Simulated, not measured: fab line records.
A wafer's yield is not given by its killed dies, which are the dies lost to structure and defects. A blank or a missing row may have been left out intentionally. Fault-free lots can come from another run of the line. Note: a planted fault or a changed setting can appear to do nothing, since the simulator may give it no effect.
Chamber matching    flow n5-finfet    N5_BEOL_M12_VIA_ETCH_16 on rie-diel-01: 4 sister chambers
The step etches SiOC in C4F8/O2/Ar, target depth 724.8 nm. 8 wafers are shown with their chamber, then 10 later ones without.

== EACH WAFER AND ITS CHAMBER ==
wafer   chamber  drypump-motor-current-A (A)  showerhead-plenum-p-Torr (Torr)
L074.4  1        5.1                          3.38
L081.3  1        5.1                          3.37
L083.5  2        6.4                          3.46
L083.6  3        5.3                          3.33
L088.2  3        5.2                          3.33
L088.5  0        4.9                          3.27
L093.2  0        4.9                          3.27
L093.3  2        6.4                          3.45

== WAFERS WITHOUT THEIR CHAMBER ==
wafer   drypump-motor-current-A (A)  showerhead-plenum-p-Torr (Torr)
L093.5  5.1                          3.36
L091.3  4.9                          3.27
L091.5  5.2                          3.32
L091.6  4.9                          3.27
L094.1  4.9                          3.26
L094.5  5.2                          3.32
L094.6  6.4                          3.45
L096.1  5.2                          3.31
L096.2  6.4                          3.44
L096.5  6.4                          3.44

== THE CHAMBER EACH PASSED THROUGH ==
wafer   from the rows above  in truth
L093.5  1                    1
L091.3  0                    0
L091.5  3                    3
L091.6  0                    0
L094.1  0                    0
L094.5  3                    3
L094.6  2                    2
L096.1  3                    3
L096.2  2                    2
L096.5  2                    2
10 of 10 placed correctly. Left unplaced by these rows: 0. Wrongly placed: 0.
How it was worked out, from the rows above alone: a wafer's distance from a chamber is the root of the sum, over the readings, of the square of ((its reading less the chamber's mean) divided by the reading's scatter). The wafer belongs to the nearest chamber; if the next one is less than 2 further off, it can't be placed. For every chamber, the mean is computed from those of its wafers that are shown. How the scatter is found: for the shown wafers, subtract from each reading the mean of its chamber, square and add these, divide the total by (wafers less chambers), then take the root.
